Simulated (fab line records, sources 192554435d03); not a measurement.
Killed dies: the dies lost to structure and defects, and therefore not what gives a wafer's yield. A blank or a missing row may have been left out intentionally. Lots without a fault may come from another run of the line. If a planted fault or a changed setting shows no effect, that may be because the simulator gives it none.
A lot that was struck, set against a sound lot :: flow n5Finfet :: 23 out of 1938 route steps
Sound: these wafers, L565.1, L565.2, L565.3. The struck wafers were L555.1, L555.3, L555.5. At the end, the cause is stated.
At each step with rows: each side's tool, then ch and its chambers, then its first start. Under that, the readings that differ: sound wafers :: struck wafers :: difference of the means :: sigmas: that difference in standard deviations of wafers without a fault.
alike: readings whose means differ by less than 2 such deviations, and words and numbers that are the same on both sides. not compared: withheld readings, readings that some wafer has no value for, bounds like >300 that may hide the same value, and numbers for which the record gives no deviation and whose values overlap.
A row with sigmas, a row that says differs or no value, or rows on one side alone: a step with any of these is where the two part. Numbers that don't overlap but have no deviation are shown without sigmas and don't part them. Lack of a reading on every wafer of one side parts them only where that side has two or more wafers.

first, 8 steps without rows for these wafers: N5_BEOL_M9_ANNEAL_51 (time 90 s); N5_BEOL_M9_CMP_52 (polishes, stops on SiCOH lowk, t overpolish 7 s, target thk 140 nm); N5_BEOL_M9_PRE_CLEAN_55 (time 15 s); N5_BEOL_M9_DEP_56 (deposits SiCN from 3MS/NH3, target thk 15 nm, time 26.5 s); N5_BEOL_M10_ILD_DEP_00 (deposits SiCOH lowk from DEMS/porogen, target thk 308.51 nm, time 58 s); N5_BEOL_M10_CURE_71 (cures SiCOH lowk, time 240 s); N5_BEOL_M10_PECVD_70 (deposits SiO2 from TEOS/O2, target thk 20 nm, time 22.7 s); N5_BEOL_M10_HM_DEP_02 (deposits TiN, target thk 20 nm).
N5_BEOL_M10_COAT_59: time 60 s, resist thk 100 nm.
  sound on lithoTrack-04 ch 0, day 15 02:32; struck on lithoTrack-04 ch 0, day 12 17:26
reading: spinSpeedRpm (rpm)
sound: 1500.3 1500.0 1499.7
struck: 1460.9 1461.0 1461.1
difference: -39.0
sigmas: -42

reading: model.SOC_of_BEOL_M10_COAT_59.thkNm (nm)
sound: 99.4 99.8 99.6
struck: 101.2 101.6 101
difference: +1.7
sigmas: 
  alike: chillPlateTempC, resistLineTempC
then, 9 steps without rows for these wafers: N5_BEOL_M10_COAT_60 (time 60 s, resist thk 30 nm); N5_BEOL_M10_COAT_05 (resist thk 90 nm); N5_BEOL_M10_EBR_07; N5_BEOL_M10_SOFTBAKE_06 (time 60 s); N5_BEOL_M10_EXPOSE_08 (exposes mask M10); N5_BEOL_M10_PEB_09 (peb time 60 s); N5_BEOL_M10_DEVELOP_10 (develop time 30 s); N5_BEOL_M10_DESCUM_16 (chemistry O2, time 7.9 s); N5_BEOL_M10_ETCH_61 (etches SiARC in CF4, target depth 39 nm, time 65 s).
N5_BEOL_M10_ETCH_62: etches SOC in N2/H2, target depth 110 nm, overetch 22 nm, time 165 s.
  sound on rieDiel-04 ch 1,2,3, day 15 03:04; struck on rieDiel-06 ch 1,2,3, day 12 17:59
reading: model.etch.depthNm (nm)
sound: 99.44 99.78 99.64
struck: 101.2 101.6 101
difference: +1.6
sigmas: 
  alike: drypumpMotorCurrentA, n2FlowSccm, oesProductAu, rfFwdPowerW, rfVppV, showerheadPlenumPTorr, throttleValvePct
  not compared: rfHoursCounterH
then, 2 steps without rows for these wafers: N5_BEOL_M10_STRIP_68 (strips in N2/H2); N5_BEOL_M10_STRIP_67 (strips in CF4).
N5_BEOL_M10_HM_OPEN_17: chemistry Cl2/BCl3, target TiN, target depth 20 nm, overetch 6 nm.
  sound on rieMetal-03 ch 0,1, day 15 03:16; struck on rieMetal-02 ch 0,1, day 12 18:10
reading: model.SOC_of_BEOL_M10_COAT_59.thkNm (nm)
sound: 91.2 91.8 91.8
struck: 93.4 93.6 93.2
difference: +1.8
sigmas: 
  alike: bcl3FlowSccm, drypumpMotorCurrentA, mfcCl2Sccm, oes_ar_750_au, oesProductAu, rfFwdPowerW, throttleValvePct
  not compared: rfHoursCounterH
then, 1 step without rows for these wafers: N5_BEOL_M10_STRIP_19 (strips in O2).

WHERE THEY PART
At N5_BEOL_M10_COAT_59 and nowhere else, as far as this record goes. Later steps at which nothing parts them and some readings are alike: N5_BEOL_M10_ETCH_62, N5_BEOL_M10_HM_OPEN_17.

WHY: what the simulator had put in
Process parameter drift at N5_BEOL_M10_COAT_59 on lithoTrack-04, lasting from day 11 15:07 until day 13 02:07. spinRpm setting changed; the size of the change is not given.
